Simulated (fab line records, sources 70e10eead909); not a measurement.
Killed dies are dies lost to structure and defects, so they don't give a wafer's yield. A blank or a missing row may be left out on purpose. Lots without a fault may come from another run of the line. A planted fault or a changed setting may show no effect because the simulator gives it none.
Chamber matching | flow nand_harc | NHARC_A_CHANNEL_FILL_D1_ALD_14 on ald_hk-01: 4 sister chambers
The step deposits SiO2, target thk 2.5 nm, pulse time 10 s, ald cycles 25. 8 wafers are shown with their chamber, then 7 later ones without.

WAFERS WITH THEIR CHAMBER
wafer  | chamber | heater_power_outer_w (W) | heater_power_w (W)
L079.6 | 2       | 318                      | 528
L084.5 | 1       | 247                      | 436
L084.6 | 0       | 229                      | 472
L086.1 | 1       | 245                      | 451
L086.2 | 3       | 280                      | 486
L086.3 | 0       | 235                      | 460
L092.1 | 2       | 305                      | 524
L092.4 | 3       | 287                      | 499

WAFERS WITHOUT THEIR CHAMBER
wafer  | heater_power_outer_w (W) | heater_power_w (W)
L092.5 | 307                      | 526
L091.3 | 280                      | 505
L091.4 | 313                      | 530
L091.5 | 310                      | 544
L090.2 | 280                      | 491
L090.4 | 232                      | 466
L090.5 | 307                      | 531

WHICH CHAMBER EACH WENT THROUGH
wafer  | from the rows above | in truth
L092.5 | 2                   | 2
L091.3 | 3                   | 3
L091.4 | 2                   | 2
L091.5 | 2                   | 2
L090.2 | 3                   | 3
L090.4 | 0                   | 0
L090.5 | 2                   | 2
Placed correctly: 7 of 7. Can't be placed from these rows: 0. Placed wrongly: 0.
How it was worked out, from the rows above alone: a wafer's distance from a chamber is the root of the sum, over the readings, of the square of ((its reading less the chamber's mean) divided by the reading's scatter). The wafer belongs to the nearest chamber; if the next one is less than 2 further off, it can't be placed. A chamber's mean is the mean of its shown wafers. The scatter: the root of (the sum of the squares of (reading less its chamber's mean) over the shown wafers, divided by (wafers less chambers)).
